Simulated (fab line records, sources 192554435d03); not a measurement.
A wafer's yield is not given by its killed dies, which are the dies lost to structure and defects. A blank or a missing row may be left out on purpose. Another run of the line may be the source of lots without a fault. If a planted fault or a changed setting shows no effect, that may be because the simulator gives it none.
fab line records    flow n5Finfet
[record] lots = 4  wafers = 12  lastDay = 16
route steps=1938 shown FIN_CUT@180 STI_FIN_REVEAL@183 DUMMY_GATE@212 BEOL_M4@1111 PASSIVATION@1936
lots with no fault: from the same line, run without faults
startH: the number of hours between the record's first day and the start of the first shown wafer of the lot    waitH: how many hours have passed since the lot's step before this one    " identical to the entry in the row above    L1.1+2: several wafers, shown together as one row    - either no value or no given start    * or withheld: withheld    < > ~ a bound
route shown NAME@n: a module of which the file shows steps, and the number in the route of the first    usual: mean/standard deviation of fault-free wafers    same: alike in all rows    chamber/n: place in a boat    sites: the reading at each site    _std_site: their standard deviation    _edge_site: the outer-site mean with the inner-site mean subtracted    radiusMm: how far each site lies from the wafer's centre    mask NAME#n: copy n    behind: the last tool/chamber to shape the wafer    hold: reason for holding the lot/hours on hold/outcome of the hold    device: transistor that didn't switch, given as n, p or np    end of line: tests of these same wafers at the route's end    a step without rows: its recipe alone    killed: at the first sort, the dies lost to defects and structure; wafer yield is something else    map: the dies of a wafer, with x for killed, . for not killed, _ for no die there
set.NAME: the setting as run; set.NAME@STEP: as run at that earlier step    model.NAME: the simulator's own value behind a step, which no gauge read
lots at selected steps of the route; one table per step, one row per wafer
[[steps]]
[step N5_FIN_CUT_SRD_32]
[recipe] dry = ipaMarangoni  timeS = 30  tempC = 23  rinseLiquid = diw
[step N5_FIN_CUT_UV_OZONE_34]
[recipe] timeS = 120  pressureTorr = 760  tempC = 25
[step N5_STI_FIN_REVEAL_ALD_00]
[recipe] material = SiO2  targetThkA = 10  tempC = 300  aldPrecursorFamily = BDEAS  aldCoReactant = O2-plasma  pulseTimeS = 1  pressureTorr = 2
[step N5_STI_FIN_REVEAL_ALD_14]
[recipe] material = Si3N4  targetThkA = 30  tempC = 400  aldPrecursorFamily = SiH2I2  aldCoReactant = N2/H2-plasma  pressureTorr = 2
[step N5_STI_FIN_REVEAL_FCVD_FILL_01]
[recipe] material = SiO2_flowable  targetThkA = 3120  tempC = 100  pressureTorr = 0.8  rfW = 2000  timeS = 512.2
[step N5_STI_FIN_REVEAL_DENSIFY_02]
[recipe] tempC = 650  ambient = steam  timeS = 1800  idleTempC = 400  densificationPH2oTorr = 640
[step N5_STI_FIN_REVEAL_CMP_04]
[recipe] stopOn = Si3N4  tOverpolishS = 4  downForcePsi = 2  platenRpm = 54.18  postCmpClean = alkalineBrush  padVelocityMS = 1.078  targetThkNm = 131.83
[step N5_STI_FIN_REVEAL_DENSIFY_30]
[recipe] tempC = *  timeS = *  ambient = N2  idleTempC = 600  rampUpCPerS = 150  rampDownCPerS = 60  coolToC = 600
[step N5_STI_FIN_REVEAL_ETCHBACK_08]
[recipe] chemistry = C4F6/O2  target = SiO2  targetDepthA = 305  timeS = 10.167  ionEnergyEv = 250  pressureMtorr = 30  sourceW = 345  biasW = 185  Ar_flow_sccm = 300  C4F6_flow_sccm = 10  O2_flow_sccm = 10
[step N5_STI_FIN_REVEAL_STRIP_24]
[recipe] chemistry = N2/H2  timeS = 90  powerW = 100  tempC = 40  pressureMtorr = 100  rfFrequencyHz = 6e+07  biasPowerW = 3  n2FlowSccm = 300  h2FlowSccm = 300
[step N5_STI_FIN_REVEAL_PRECLEAN_25]
[recipe] chemistry = SPM  timeS = 90  tempC = 120  mix = 4:1
[usual] tempC = 120.00/0.14
lot.wafer  tool         chamber  startH  waitH  tempC
L336.1     wetBench-03  0        41.88   0.1    120.19
L336.2     "            1        "       "      120.04
L336.5     "            2        "       "      120.11
L344.1     wetBench-03  6        89.13   0.1    119.73
L344.2     "            5        "       "      119.92
L344.3     "            0        "       "      120.04
L346.1     wetBench-03  0        103.04  0.1    120.00
L346.2     "            4        "       "      119.90
L346.3     "            1        "       "      120.10
L354.3     wetBench-04  6        150.24  0.1    119.91
L354.4     "            2        "       "      120.11
L354.5     "            5        "       "      119.98
[step N5_STI_FIN_REVEAL_PRECLEAN_26]
[recipe] chemistry = SC1  timeS = 45  tempC = 46  mix = 1:2:100
[step N5_STI_FIN_REVEAL_PRECLEAN_29]
[recipe] chemistry = DHF  timeS = 30  tempC = 25  dilution = 300:1
[step N5_STI_FIN_REVEAL_SRD_12]
[recipe] timeS = 30  tempC = 23  rinseLiquid = diw  dry = ipaMarangoni
[step N5_STI_FIN_REVEAL_RECESS_09]
[recipe] chemistry = HF/NH3  target = SiO2  afsCycles = 11  targetDepthA = 425  tempC = 30  sublimationTempC = 180  sublimationTimeS = 60
[step N5_STI_FIN_REVEAL_STRIP_16]
[recipe] chemistry = H3PO4  material = SiNx  tempC = 165  targetDepthA = 238  overetchFraction = 0.4964  dry = ipaMarangoni
[step N5_STI_FIN_REVEAL_PRECLEAN_17]
[recipe] chemistry = NF3:NH3  afsCycles = 1  tempC = 30  timeS = 20  sublimationTempC = 180  sublimationTimeS = 60  pressureTorr = 3  rfPowerW = 30
[step N5_STI_FIN_REVEAL_ETCH_34]
[recipe] chemistry = H2  mode = isotropic  material = Si  target = Si  targetDepthA = 9.7  tempC = 20  pressureMtorr = 4.5  icpW = 300  biasW = 0  h2FlowSccm = 7.5  heFlowSccm = 142.5
[step N5_STI_FIN_REVEAL_OXIDATION_31]
[recipe] chemistry = O2_PLASMA_REMOTE  tempC = 150  timeS = 20  pressureMtorr = 1000  sourcePowerW = 2000  o2FlowSccm = 3000
[step N5_STI_FIN_REVEAL_PRECLEAN_32]
[recipe] chemistry = NF3:NH3  afsCycles = 1  tempC = 30  timeS = 20  sublimationTempC = 180  sublimationTimeS = 60  pressureTorr = 3  rfPowerW = 30
[step N5_STI_FIN_REVEAL_STRIP_35]
[recipe] chemistry = H3PO4  material = Si3N4  tempC = 165  targetDepthA = 40  timeS = 39
[step N5_STI_FIN_REVEAL_SRD_21]
[recipe] dry = ipaMarangoni  timeS = 30  tempC = 23  rinseLiquid = diw
[step N5_STI_FIN_REVEAL_OXIDATION_33]
[recipe] chemistry = O2_PLASMA_REMOTE  tempC = 150  timeS = 20  pressureMtorr = 1000  sourcePowerW = 2000  o2FlowSccm = 3000
[step N5_STI_FIN_REVEAL_CLEAN_19]
[recipe] chemistry = O3/DIW  tempC = 25  timeS = 120  o3Ppm = 10
[step N5_STI_FIN_REVEAL_SRD_23]
[recipe] dry = ipaMarangoni  timeS = 30  tempC = 23  rinseLiquid = diw
[step N5_STI_FIN_REVEAL_PRECLEAN_18]
[recipe] chemistry = SC2  timeS = 45  tempC = 35  mix = 1:1:50
[step N5_STI_FIN_REVEAL_SRD_28]
[recipe] dry = ipaMarangoni  timeS = 30  tempC = 23  rinseLiquid = diw
[step N5_STI_FIN_REVEAL_INSPECT_13]
[recipe] inspectInstrument = darkfield  mode = postClean
[usual] rawDefectCount = 11/4.7
lot.wafer  tool              chamber  startH  waitH  rawDefectCount
L336.1     defectInspect-02  -        44.77   0.0    17
L336.2     "                 -        "       "      8
L336.5     "                 -        "       "      12
L344.1     defectInspect-02  -        92.04   0.0    277
L344.2     "                 -        "       "      290
L344.3     "                 -        "       "      283
L346.1     defectInspect-02  -        105.95  0.0    289
L346.2     "                 -        "       "      296
L346.3     "                 -        "       "      275
L354.3     defectInspect-02  -        153.12  0.0    18
L354.4     "                 -        "       "      14
L354.5     "                 -        "       "      13
[step N5_DUMMY_GATE_PRECLEAN_00]
[recipe] chemistry = O3/DIW  timeS = 60  tempC = 22  o3Ppm = 10
[step N5_BEOL_M4_RC_MEAS_101]
[usual] DIBL_N = 37.1/2.4  DIBL_P = 37/3  IOFF_N = 0.18/0.053  IOFF_P = 0.21/0.05  ION_N = 674/14  ION_P = 459/9.2  SS_N = 72.1/0.9  SS_P = 73.4/0.89  VT_N = 250/3.8  VT_P = -251/3.7
lot.wafer  tool       chamber  startH  waitH  DIBL_N[mV/V]  DIBL_P[mV/V]  IOFF_N[nA/um]  IOFF_P[nA/um]  ION_N[uA/um]  ION_P[uA/um]  SS_N[mV/dec]  SS_P[mV/dec]  VT_N[mV]  VT_P[mV]
L336.1     prober-01  0        182.67  0.0    36.8          36            0.16           0.22           678           461           72.7          73.6          252       -251
L336.2     "          0        "       "      40.1          36            0.30           0.23           662           457           75.4          72.7          248       -248
L336.5     "          0        "       "      36.4          38            0.15           0.23           674           466           71.4          73.4          253       -247
L344.1     prober-01  0        229.62  0.0    37.4          35            0.15           0.16           662           448           71.6          72.4          251       -257
L344.2     "          0        "       "      38.4          36            0.19           0.19           681           452           71.8          73.2          245       -253
L344.3     "          0        "       "      33.7          32            0.10           0.13           653           448           71.1          72.6          257       -258
L346.1     prober-01  0        234.22  0.0    41.7          43            0.31           0.32           689           466           73.9          75.5          243       -244
L346.2     "          0        "       "      35.5          36            0.17           0.20           683           463           72.0          74.1          249       -250
L346.3     "          0        "       "      40.9          39            0.32           0.26           686           468           74.2          74.3          244       -246
L354.3     prober-02  0        285.62  0.3    40.4          43            0.25           0.29           687           464           72.8          73.9          246       -246
L354.4     "          0        "       "      37.4          39            0.19           0.22           671           460           71.9          73.5          250       -250
L354.5     "          0        "       "      37.1          39            0.18           0.21           682           463           71.5          73.3          249       -251
[step N5_PASSIVATION_PROBE_49]
[usual] defectLimitedYield = 91.6/1.4  killed_at_M0_to_M3 = 32/9.5  killed_at_M4_up = 13/6  killedAtContacts = 12/5.6  killedAtFrontEnd = 39/11  killedAtOther = 2.8/2.3  killedDies = 99/16  killedOpen = 65/12  killedShort = 32/7.6  sort_bin_4_leakage = 0.1/0.88  sort_bin_5_function = 4.8/0.88  sort_bin_6_memory = 3.2/0.65  sortNPass = 1077/29  sortYieldPct = 91.2/2.5
[same] grossDies = 1180  killedAtBackSide = 0  sort_bin_8_speed[%] = 0
lot.wafer  tool       chamber  startH  waitH  defectLimitedYield[%]  killed_at_M0_to_M3  killed_at_M4_up  killedAtContacts  killedAtFrontEnd  killedAtOther  killedDies  killedOpen  killedShort  sort_bin_4_leakage[%]  sort_bin_5_function[%]  sort_bin_6_memory[%]  sortNPass  sortYieldPct[%]
L336.1     prober-01  -        286.97  0.0    91.2                   35                  11               16                42                0              104         76          28           0                      4.9                     3.6                   1076       91.2
L336.2     prober-01  -        287.02  0.1    91.5                   19                  7                5                 67                2              100         66          33           0                      5.4                     2.7                   1080       91.5
L336.5     prober-01  -        287.17  0.2    92.5                   23                  19               8                 39                0              89          63          25           0                      4.6                     2.7                   1091       92.5
L344.1     prober-01  -        335.28  0.0    83.4                   30                  11               11                141               3              196         55          29           0                      9.8                     4.8                   984        83.4
L344.2     prober-01  -        335.33  0.1    86.4                   35                  13               18                94                0              160         64          36           0                      8.2                     3.9                   1020       86.4
L344.3     prober-01  -        335.38  0.1    83.8                   48                  18               13                110               2              191         80          32           0                      10.7                    4.9                   989        83.8
L346.1     prober-02  -        337.27  0.0    84.4                   32                  22               5                 122               3              184         59          32           0.3                    9.5                     4.0                   993        84.2
L346.2     prober-02  -        337.32  0.1    81.9                   42                  19               13                138               1              213         82          35           0                      12.1                    4.5                   967        81.9
L346.3     prober-02  -        337.37  0.1    84.6                   40                  11               6                 122               3              182         41          45           0.5                    9.0                     5.5                   992        84.1
L354.3     prober-02  -        391.42  0.1    91.0                   29                  25               11                37                4              106         70          36           0                      5.3                     3.1                   1074       91.0
L354.4     prober-02  -        391.47  0.2    91.6                   18                  22               16                35                8              99          68          30           0                      6.1                     2.2                   1081       91.6
L354.5     prober-02  -        391.52  0.2    92.1                   25                  16               7                 37                8              93          62          30           0                      5.0                     2.9                   1087       92.1
// killed by level:class
L336.1 MOL_CONTACT_COAG:geometricParticle:open=13 FIN_SAQP:geometricParticle:short=9 FIN_SAQP:geometricParticle:open=8 STI_FIN_REVEAL:geometricParticle:open=8 BEOL_M3:geometricParticle:open=8 BEOL_M0_SAQP:geometricParticle:open=7 BEOL_M1:geometricParticle:open=6 BEOL_M2:geometricParticle:open=6
L336.2 STI_FIN_REVEAL:geometricParticle:open=17 FIN_SAQP:geometricParticle:short=15 FIN_SAQP:geometricParticle:open=11 DUMMY_GATE:geometricParticle:open=7 MOL_CONTACT_COAG:geometricParticle:open=5 BEOL_M1:geometricParticle:open=4 BEOL_M3:geometricParticle:open=4 STARTING-WAFER:geometricParticle:short=4
L336.5 FIN_SAQP:geometricParticle:open=11 BEOL_M3:geometricParticle:open=8 FIN_SAQP:geometricParticle:short=7 BEOL_M4:geometricParticle:open=7 STI_FIN_REVEAL:geometricParticle:open=6 MOL_CONTACT_COAG:geometricParticle:open=6 STARTING-WAFER:geometricParticle:open=5 BEOL_M0_SAQP:geometricParticle:short=4
L344.1 STI_FIN_REVEAL:unspecified=100 MOL_CONTACT_COAG:geometricParticle:open=10 BEOL_M0_SAQP:geometricParticle:short=10 HKMG_FIN:areaEtch=9 FIN_SAQP:geometricParticle:short=8 STI_FIN_REVEAL:geometricParticle:open=8 BEOL_M0_SAQP:geometricParticle:open=8 FIN_SAQP:geometricParticle:open=5
L344.2 STI_FIN_REVEAL:unspecified=55 BEOL_M0_SAQP:geometricParticle:short=14 MOL_CONTACT_COAG:geometricParticle:open=13 FIN_SAQP:geometricParticle:short=8 DUMMY_GATE:geometricParticle:open=7 BEOL_M0_SAQP:geometricParticle:open=7 FIN_SAQP:geometricParticle:open=6 STI_FIN_REVEAL:geometricParticle:open=5
L344.3 STI_FIN_REVEAL:unspecified=77 MOL_CONTACT_COAG:geometricParticle:open=13 BEOL_M0_SAQP:geometricParticle:short=13 BEOL_M0_SAQP:geometricParticle:open=11 DUMMY_GATE:geometricParticle:open=8 FIN_SAQP:geometricParticle:short=7 BEOL_M0:geometricParticle:open=7 BEOL_M2:geometricParticle:open=7
L346.1 STI_FIN_REVEAL:unspecified=81 BEOL_M4:geometricParticle:open=11 HKMG_FIN:areaEtch=11 BEOL_M0_SAQP:geometricParticle:short=9 BEOL_M0_SAQP:geometricParticle:open=7 FIN_SAQP:geometricParticle:open=6 BEOL_M2:geometricParticle:open=4 BEOL_M3:geometricParticle:open=4
L346.2 STI_FIN_REVEAL:unspecified=94 FIN_SAQP:geometricParticle:open=13 BEOL_M4:geometricParticle:open=12 MOL_CONTACT_COAG:geometricParticle:open=10 BEOL_M0_SAQP:geometricParticle:open=10 BEOL_M0_SAQP:geometricParticle:short=10 BEOL_M2:geometricParticle:open=8 FIN_SAQP:geometricParticle:short=6
L346.3 STI_FIN_REVEAL:unspecified=96 BEOL_M0_SAQP:geometricParticle:short=13 BEOL_M0_SAQP:geometricParticle:open=11 GATE_CUT:geometricParticle:short=8 BEOL_M2:geometricParticle:open=7 BEOL_M4:geometricParticle:open=7 MOL_CONTACT_COAG:geometricParticle:open=5 FIN_SAQP:geometricParticle:short=4
L354.3 STI_FIN_REVEAL:geometricParticle:open=12 BEOL_M4:geometricParticle:open=11 MOL_CONTACT_COAG:geometricParticle:open=10 BEOL_M1:geometricParticle:open=9 BEOL_M4:geometricParticle:short=7 DUMMY_GATE:geometricParticle:open=6 GATE_CUT:geometricParticle:short=5 BEOL_M0_SAQP:geometricParticle:short=5
L354.4 MOL_CONTACT_COAG:geometricParticle:open=14 BEOL_M4:geometricParticle:open=9 STI_FIN_REVEAL:geometricParticle:open=8 FIN_SAQP:geometricParticle:open=6 STI_FIN_REVEAL:geometricParticle:short=4 BEOL_M1:geometricParticle:open=4 BEOL_M2:geometricParticle:open=4 BEOL_M4:geometricParticle:short=4
L354.5 STI_FIN_REVEAL:geometricParticle:open=17 BEOL_M3:geometricParticle:open=8 BEOL_M4:geometricParticle:open=8 BEOL_M0_SAQP:geometricParticle:short=7 MOL_CONTACT_COAG:geometricParticle:open=6 BEOL_M1:geometricParticle:short=4 FIN_SAQP:geometricParticle:short=3 STI_FIN_REVEAL:geometricParticle:short=3
// map L344.1 (x killed, . not)
_________________......x.....________________
______________...x..........x..._____________
___________...x........x..x.x...x..__________
__________...........x..x.x.x......._________
________............x.xxx.xxxx...x...._______
_______.................x.xxxxxxxx.....______
______.................xxxxx.xxxx......._____
_____...........x......xxxxxxxxxxxxx.....____
____........x....xxx.x..xxxxxxxxxxx.......___
___.....x............xxxxxxxxxxx...x.x.xx..__
___...x..........x...x..xxxxxxxx.x.........__
__...x.........x......x.xxxxxxxx............_
__....................xx.xxxxx.x............_
_.....xx...x.............xx.xx..x......x....x
_..xxx...........x...........x...............
_.........x.....x....xx..xx.x................
_.........x....x......x......................
_x..................x...xx...............x...
_...............x...........x................
_.......x.............x...........x..........
_.x...x..........x.xx..x.x...................
__..........x...x...............x.x...x..x.._
__....xx.................xx................._
___...x......x..x.....................x....__
___.............x...xx....x..........x.....__
____..........................x...........___
_____.......x.x........................x.____
______.......x.x...................x..x._____
_______..x.......x....x..............x.______
________......x........x...........x.._______
__________......................x..._________
___________..................x.....__________
______________............x....._____________
_________________x...........________________
// map L346.2 (x killed, . not)
_________________............________________
______________..........x.....x._____________
___________.....x.....x........x..x__________
__________...............x.......x.._________
________....x.............x......x...x_______
_______....x.......x................x..______
______....x...x........................x_____
_____....x........x......................____
____....x.xx.....xx....x..........x.......___
___..x..x.x....................x...........__
___x..........x...x.x....................x.__
__............x.x..........................._
__.........x.................x.....xx......._
_......xxx.x..x...x.....x.x...x.x..x.....x...
_.....x.....x.x.....x.xx..x.........x........
_..x.x....x........x..xxxxxxx....x...........
_..x......x.....x.x.xxxx.xxx....x..........x.
_......xx..xx....xxxxxxxxxxxx................
_................xxxxxxxxxxxx..x...x.x.......
_...............xxxxxxxxxxxx.......x....x....
_...x..x.....x..xxxxxxxxxxxxxx...............
__...x.......xx...xxxxxxxxxx........x..x...._
__..x...........xxxxxxxx.x..x.x............._
___.x.......x.....x..xx.xx.......x.....x...__
___........x.....x..x.x.xx.................__
____...x....xx.......x....................___
_____...x......................x.x..x....____
______..............x..................._____
_______.....................x........x.______
________.........................xx..._______
__________...x.................xx..._________
___________..x....x..x........x....__________
______________..x..x............_____________
_________________............________________
[[key]]
[firstSign] step = N5_STI_FIN_REVEAL_INSPECT_13  reading = rawDefectCount  direction = up  sigmas = 59  usual = 11  struck = 285
[effect] step = N5_PASSIVATION_PROBE_49  reading = killedAtFrontEnd  direction = up  sigmas = 7.6  usual = 39  struck = 121
[moreKillsBornAt] N5_STI_FIN_REVEAL_PRECLEAN_25@wetBench-03 = 503
metAt N5_STI_FIN_REVEAL_PRECLEAN_25
struckWafers L344.1,L344.2,L344.3,L346.1,L346.2,L346.3
[baselineLoss] step = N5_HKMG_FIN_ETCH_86  wafers = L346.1
onsetBetween 41.88 89.13
[fault] kind = chamberParticleSource  tool = wetBench-03  chamber = -  onsetH = 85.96  steps = N5_STI_FIN_REVEAL_PRECLEAN_25  ratePerVisitCm2 = 0.41182  endH = 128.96
// baselineLoss: these wafers lose ten dies or more at that step, a loss of the line's own and not of a fault; the sort's usual values leave them out
